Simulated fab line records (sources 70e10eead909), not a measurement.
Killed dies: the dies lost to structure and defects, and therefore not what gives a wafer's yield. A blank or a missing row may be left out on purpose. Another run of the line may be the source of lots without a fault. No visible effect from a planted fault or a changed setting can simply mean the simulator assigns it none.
Commonality check across tools || flow nand_harc || Sampled: 2 lots, 6 wafers

THE REASON FOR OPENING IT
On 2 of the 2 lots, a flag is raised at NHARC_END_SORT_01 on the reading killed_dies. Fault-free wafers read 30, with a standard deviation of 10.
Rule: a lot is flagged when every wafer of it that has a number lies more than 4 standard deviations from that mean, or none has a number. The rest of the lots are taken to be sound.

{"lot": "L687", "measured": "day 22 06:53", "on": "prober-01", "killed_dies, wafer by wafer": "96 108 98", "flag": "FLAGGED"}
{"lot": "L688", "measured": "day 23 10:47", "on": "prober-01", "killed_dies, wafer by wafer": "126 119 119", "flag": "FLAGGED"}
On average the flagged lots' numbers are 111, which is +81 against the usual, or +8 standard deviations.

EACH LOT AND THE TOOL IT RAN ON
The record holds 4 process steps before the reading, out of a route of 1159 steps. Every cell lists first the tool, next ch and the chambers used by the sampled wafers, and last the start.
{"lot": "L687", "flag": "FLAGGED", "NHARC_A_SLIT_DEP_00": "acl_dep-02 ch 0, day 16 12:18", "NHARC_A_WL_FILL_RTA_01": "rtp_anneal-01 ch 0, day 17 02:48", "NHARC_A_WL_FILL_ETCHBACK_05": "rie_metal-03 ch 0,1, day 17 10:37", "NHARC_A_WL_FILL_ETCHBACK_16": "rie_diel-06 ch 0,1, day 17 20:13"}
{"lot": "L688", "flag": "FLAGGED", "NHARC_A_SLIT_DEP_00": "acl_dep-02 ch 0, day 17 08:23", "NHARC_A_WL_FILL_RTA_01": "rtp_anneal-01 ch 0, day 18 00:52", "NHARC_A_WL_FILL_ETCHBACK_05": "rie_metal-02 ch 0,1, day 18 07:50", "NHARC_A_WL_FILL_ETCHBACK_16": "rie_diel-06 ch 0,1, day 19 00:04"}
What the steps here do:
- NHARC_A_SLIT_DEP_00: deposits aC, target thk 3200 nm.
- NHARC_A_WL_FILL_RTA_01: time 5 s.
- NHARC_A_WL_FILL_ETCHBACK_05: etches the open film in Cl2/BCl3, target depth 22 nm, time 60 s.
- NHARC_A_WL_FILL_ETCHBACK_16: etches the open film in C4F8/O2/Ar, target depth 88 nm, time 17.6 s.
- NHARC_END_SORT_01

FLAGGED AGAINST TOTAL, ONE TOOL AT A TIME (gauges that did the reading follow at the end)
{"step": "NHARC_A_SLIT_DEP_00", "tool": "acl_dep-02", "lots run": 2, "flagged": 2, "share of the flagged lots": "all", "sound lots run after its first flagged lot": 0}
{"step": "NHARC_A_WL_FILL_RTA_01", "tool": "rtp_anneal-01", "lots run": 2, "flagged": 2, "share of the flagged lots": "all", "sound lots run after its first flagged lot": 0}
{"step": "NHARC_A_WL_FILL_ETCHBACK_05", "tool": "rie_metal-02", "lots run": 1, "flagged": 1, "share of the flagged lots": "some", "sound lots run after its first flagged lot": 0}
{"step": "NHARC_A_WL_FILL_ETCHBACK_05", "tool": "rie_metal-03", "lots run": 1, "flagged": 1, "share of the flagged lots": "some", "sound lots run after its first flagged lot": 0}
{"step": "NHARC_A_WL_FILL_ETCHBACK_16", "tool": "rie_diel-06", "lots run": 2, "flagged": 2, "share of the flagged lots": "all", "sound lots run after its first flagged lot": 0}
{"step": "NHARC_END_SORT_01", "tool": "prober-01", "lots run": 2, "flagged": 2, "share of the flagged lots": "all", "sound lots run after its first flagged lot": 0}

THE TABLE: WHAT IT ALLOWS
4 rows of the table ran every flagged lot: acl_dep-02 at NHARC_A_SLIT_DEP_00, rtp_anneal-01 at NHARC_A_WL_FILL_RTA_01, rie_diel-06 at NHARC_A_WL_FILL_ETCHBACK_16, prober-01 at NHARC_END_SORT_01.
- acl_dep-02 at NHARC_A_SLIT_DEP_00: 2 of its 2 lots flagged. With no sound lot run before its first flagged lot in this sample, there is nothing to narrow down the start.
- rtp_anneal-01 at NHARC_A_WL_FILL_RTA_01: 2 of its 2 lots flagged. With no sound lot run before its first flagged lot in this sample, there is nothing to narrow down the start.
- rie_diel-06 at NHARC_A_WL_FILL_ETCHBACK_16: 2 of its 2 lots flagged. With no sound lot run before its first flagged lot in this sample, there is nothing to narrow down the start.
- prober-01 at NHARC_END_SORT_01: 2 of its 2 lots flagged. With no sound lot run before its first flagged lot in this sample, there is nothing to narrow down the start.
Counting lots can't tell these 4 tools apart, because each fits a fault that began at some hour. More lots, or a look at what each step does to the wafer, might.

WHAT THE SIMULATOR HAD PUT IN
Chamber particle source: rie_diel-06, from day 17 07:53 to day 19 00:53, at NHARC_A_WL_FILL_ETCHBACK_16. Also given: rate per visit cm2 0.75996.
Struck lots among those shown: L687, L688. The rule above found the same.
